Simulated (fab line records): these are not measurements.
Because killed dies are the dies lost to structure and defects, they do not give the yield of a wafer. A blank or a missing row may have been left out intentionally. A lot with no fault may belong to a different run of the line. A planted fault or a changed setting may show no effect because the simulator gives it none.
Chamber matching || flow nand_harc || NHARC_P_CONTACT_DESCUM_17 on rie_diel-01 has 4 sister chambers
The step chemistry O2, time 3 s. 8 wafers are shown with their chamber, then 9 later ones without.

== EACH WAFER AND ITS CHAMBER ==
{"wafer": "L079.1", "chamber": 1, "drypump_motor_current_A (A)": 6.4, "rf_vpp_V (V)": 55.5}
{"wafer": "L080.5", "chamber": 0, "drypump_motor_current_A (A)": 5.9, "rf_vpp_V (V)": 58.9}
{"wafer": "L082.4", "chamber": 1, "drypump_motor_current_A (A)": 6.4, "rf_vpp_V (V)": 56.5}
{"wafer": "L086.3", "chamber": 2, "drypump_motor_current_A (A)": 6.0, "rf_vpp_V (V)": 58.5}
{"wafer": "L086.6", "chamber": 3, "drypump_motor_current_A (A)": 6.0, "rf_vpp_V (V)": 57.4}
{"wafer": "L087.3", "chamber": 0, "drypump_motor_current_A (A)": 5.9, "rf_vpp_V (V)": 57.3}
{"wafer": "L087.4", "chamber": 3, "drypump_motor_current_A (A)": 6.1, "rf_vpp_V (V)": 57.3}
{"wafer": "L087.6", "chamber": 2, "drypump_motor_current_A (A)": 6.0, "rf_vpp_V (V)": 57.9}

== WAFERS WHOSE CHAMBER IS MISSING ==
{"wafer": "L088.1", "drypump_motor_current_A (A)": 6.0, "rf_vpp_V (V)": 57.2}
{"wafer": "L088.2", "drypump_motor_current_A (A)": 6.4, "rf_vpp_V (V)": 57.3}
{"wafer": "L088.6", "drypump_motor_current_A (A)": 6.4, "rf_vpp_V (V)": 56.7}
{"wafer": "L089.1", "drypump_motor_current_A (A)": 6.0, "rf_vpp_V (V)": 58.5}
{"wafer": "L089.3", "drypump_motor_current_A (A)": 6.4, "rf_vpp_V (V)": 57.6}
{"wafer": "L089.4", "drypump_motor_current_A (A)": 5.9, "rf_vpp_V (V)": 58.3}
{"wafer": "L094.3", "drypump_motor_current_A (A)": 5.9, "rf_vpp_V (V)": 57.9}
{"wafer": "L094.4", "drypump_motor_current_A (A)": 6.0, "rf_vpp_V (V)": 55.5}
{"wafer": "L094.6", "drypump_motor_current_A (A)": 6.0, "rf_vpp_V (V)": 59.3}

== WHICH CHAMBER EACH ONE RAN IN ==
{"wafer": "L088.1", "from the rows above": "can't be placed: 2 or 3 or 0", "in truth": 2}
{"wafer": "L088.2", "from the rows above": 1, "in truth": 1}
{"wafer": "L088.6", "from the rows above": 1, "in truth": 1}
{"wafer": "L089.1", "from the rows above": "can't be placed: 2 or 3", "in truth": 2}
{"wafer": "L089.3", "from the rows above": 1, "in truth": 1}
{"wafer": "L089.4", "from the rows above": 0, "in truth": 0}
{"wafer": "L094.3", "from the rows above": 0, "in truth": 0}
{"wafer": "L094.4", "from the rows above": "can't be placed: 3 or 2 or 0", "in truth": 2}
{"wafer": "L094.6", "from the rows above": "can't be placed: 2 or 3 or 0", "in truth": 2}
5 of 9 placed correctly. Unplaceable from these rows: 4, with the true chamber sitting among the candidates in 4. Number placed wrongly: 0.
How it was worked out, from the rows above alone: a wafer's distance from a chamber is the root of the sum, over the readings, of the square of ((its reading less the chamber's mean) divided by the reading's scatter). The wafer belongs to the nearest chamber; if the next one is less than 2 further off, it can't be placed. A chamber's mean is the mean of its shown wafers. How the scatter is found: for the shown wafers, subtract from each reading the mean of its chamber, square and add these, divide the total by (wafers less chambers), then take the root.
